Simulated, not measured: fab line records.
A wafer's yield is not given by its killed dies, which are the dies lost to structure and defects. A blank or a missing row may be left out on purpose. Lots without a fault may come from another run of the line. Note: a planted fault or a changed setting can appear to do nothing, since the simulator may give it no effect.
Comparing a struck lot with a sound one :: flow n5Finfet :: 37 out of 1938 route steps
Sound: wafers L380.1, L380.5, L380.6. Wafers L386.1, L386.4, L386.5 were the ones struck. The cause is named last.
At each step with rows: each side's tool, then ch and its chambers, then its first start. Under that, the readings that differ: sound wafers :: struck wafers :: difference of the means :: sigmas: that difference in standard deviations of wafers without a fault.
alike: readings with means less than 2 such deviations apart, plus words and numbers identical on both sides. not compared: withheld readings, readings lacking a value on some wafer, bounds such as >300 that could conceal the same value, and numbers that have no deviation in the record and whose values overlap.
The two part at a step that has a row with sigmas, a row that says differs or no value, or rows on one side only. Non-overlapping numbers with no deviation appear without sigmas and do not part them. A reading missing from all wafers of one side parts the sides only when that side holds two or more wafers.

first, 10 steps without rows for these wafers: N5_FIN_SAQP_PRECLEAN_42 (cleans in O3/DIW, time 60 s); N5_FIN_SAQP_PRECLEAN_00 (cleans in SC1, time 60 s); N5_FIN_SAQP_PRECLEAN_44 (cleans in SC2, time 45 s); N5_FIN_SAQP_SRD_01 (time 30 s); N5_FIN_SAQP_ALD_61 (deposits SiO2, target thk 4 nm, pulse time 1 s, purge time 2 s); N5_FIN_SAQP_DENSIFY_62 (time 60 s); N5_FIN_SAQP_HM_DEP_03 (deposits SiNx from SiH4/NH3/N2, target thk 38 nm, time 33.6 s); N5_FIN_SAQP_PECVD_47 (deposits a-Si from SiH4/He, target thk 45 nm, time 36.3 s); N5_FIN_SAQP_PECVD_48 (deposits SiNx from SiH4/NH3/N2, target thk 25 nm, time 22.1 s); N5_FIN_SAQP_PECVD_06 (deposits a-Si from SiH4/He, target thk 60 nm, time 48.1 s).
N5_FIN_SAQP_HM_DEP_72: deposits SiO2 from SiH4/N2O, target thk 12 nm, time 7.2 s.
  sound on pecvd-03 ch 0,1,2, day 1 22:10; struck on pecvd-03 ch 1,2, day 3 09:29
  no value came back on the struck wafers for chamberPressureTorr (Torr), heaterPowerOuterW (W), heaterPowerW (W), showerheadPlenumPTorr (Torr); on the sound wafers chamberPressureTorr (Torr) reads 0.7506 0.7454 0.7533
then, 12 steps without rows for these wafers: N5_FIN_SAQP_COAT_49 (time 60 s, resist thk 100 nm); N5_FIN_SAQP_COAT_50 (time 60 s, resist thk 35 nm); N5_FIN_SAQP_COAT_10 (resist thk 90 nm); N5_FIN_SAQP_EBR_12; N5_FIN_SAQP_SOFTBAKE_11 (time 60 s); N5_FIN_SAQP_EXPOSE_13 (exposes mask FIN CORE, target cd 35.6 nm); N5_FIN_SAQP_PEB_14 (peb time 60 s); N5_FIN_SAQP_DEVELOP_15 (develop time 30 s); N5_FIN_SAQP_DESCUM_21 (chemistry O2, time 7.9 s); N5_FIN_SAQP_ETCH_51 (etches SiARC in CF4, target depth 45.5 nm, time 75.8 s); N5_FIN_SAQP_ETCH_52 (etches SOC in N2/H2, target depth 100 nm, overetch 20 nm, time 150 s); N5_FIN_SAQP_STRIP_53 (strips in N2/H2).
N5_FIN_SAQP_HM_OPEN_73: chemistry CHF3/O2, target SiO2, stops on a-Si, target depth 12 nm, time 16.8 s.
  sound on rieDiel-04 ch 1,2, day 1 22:47; struck on rieDiel-02 ch 0,1, day 3 10:12
reading: oesProductAu (a.u.)
sound: 0.42 0.59 0.40
struck: 0.32 0.27 0.27
difference: -0.18
sigmas: -3

reading: model.etch.depthNm (nm)
sound: 11.99 12.18 11.89
struck: 0 0 0
difference: -12
sigmas: 
  alike: drypumpMotorCurrentA, rfVppV, showerheadPlenumPTorr, throttleValvePct
  not compared: rfHoursCounterH
then, 9 steps without rows for these wafers: N5_FIN_SAQP_STRIP_74 (strips in CHF3/O2); N5_FIN_SAQP_MANDREL_ETCH_22 (etches a-Si in HBr/Cl2, stops on SiNx, target depth 60 nm, bt time 10 s, time 30 s); N5_FIN_SAQP_STRIP_55 (strips in N2/H2); N5_FIN_SAQP_STRIP_23 (strips in SPM, time 750 s); N5_FIN_SAQP_SRD_66 (time 30 s); N5_FIN_SAQP_RECESS_75 (chemistry HF/NH3, target SiO2, target depth 14.4 nm, afs cycles 3, sublimation time 60 s); N5_FIN_SAQP_SPACER1_ALD_24 (deposits SiO2, target thk 20.3 nm, pulse time 1 s, purge time 2 s); N5_FIN_SAQP_SPACER1_ETCHBACK_25 (etches SiO2 in CHF3/O2, target depth 24.4 nm, time 12.2 s); N5_FIN_SAQP_MANDREL1_REMOVE_56 (chemistry HBr/Cl2/O2, target a-Si, stops on SiNx, bt time 10 s).
N5_FIN_SAQP_CD_MEAS_27: target cd 20 nm.
  sound on cdSem-02 ch 0, day 2 02:29; struck on cdSem-03 ch 0, day 3 16:12
reading: cdNm (nm)
sound: 20.40 20.28 20.67
struck: - - -
difference: no value on the struck wafers
sigmas: 
then, 1 step without rows for these wafers: N5_FIN_SAQP_ETCH_57 (etches SiNx in CH3F/O2, target depth 32.5 nm, time 46.4 s).
N5_BEOL_M4_RC_MEAS_101:
  the record has rows for the sound wafers here (prober-02 ch 0, day 7 14:16) and none for the struck ones
-- the record jumps here: 11 days lie between the struck wafers' starts before and after (it left off in module BEOL_M4 and takes up again in module PASSIVATION, whose first step shown is number 1936 of the route) --
N5_PASSIVATION_PROBE_49:
  struck on prober-01, day 14 07:51; sound on prober-02, day 12 02:19
reading: defectLimitedYield (%)
sound: 92.6 90.0 90.8
struck: 0 0 0
difference: -91
sigmas: -65

reading: killed_at_M0_to_M3
sound: 24 44 37
struck: 4 7 6
difference: -29
sigmas: -3

reading: killedAtContacts
sound: 23 27 12
struck: 6 7 5
difference: -15
sigmas: -2

reading: killedAtFrontEnd
sound: 25 33 43
struck: 1165 1159 1168
difference: +1130
sigmas: +99 or more

reading: killedDies
sound: 87 118 109
struck: 1180 1180 1180
difference: +1075
sigmas: +67

reading: killedOnRim
sound: 12 19 7
struck: 152 152 152
difference: +139
sigmas: +36

reading: killedOpen
sound: 56 84 64
struck: 15 16 12
difference: -54
sigmas: -4

reading: killedShort
sound: 30 32 45
struck: 8 6 5
difference: -29
sigmas: -4

reading: sort_bin_5_function (%)
sound: 5.0 6.9 5.0
struck: 72.7 73.1 72.8
difference: +67.2
sigmas: +74

reading: sortNPass
sound: 1093 1062 1071
struck: 0 0 0
difference: -1075
sigmas: -67

reading: sortYieldPct (%)
sound: 92.6 90.0 90.8
struck: 0 0 0
difference: -91
sigmas: -65
  alike: killed_at_M4_up, killedAtOther, sort_bin_6_memory

WHERE THEY PART
First at N5_FIN_SAQP_HM_DEP_72; last, within this record, at N5_PASSIVATION_PROBE_49.

WHY: the cause the simulator had injected
Skipped step whole: pecvd-03, from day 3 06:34 on, at N5_FIN_SAQP_HM_DEP_72. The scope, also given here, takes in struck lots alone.
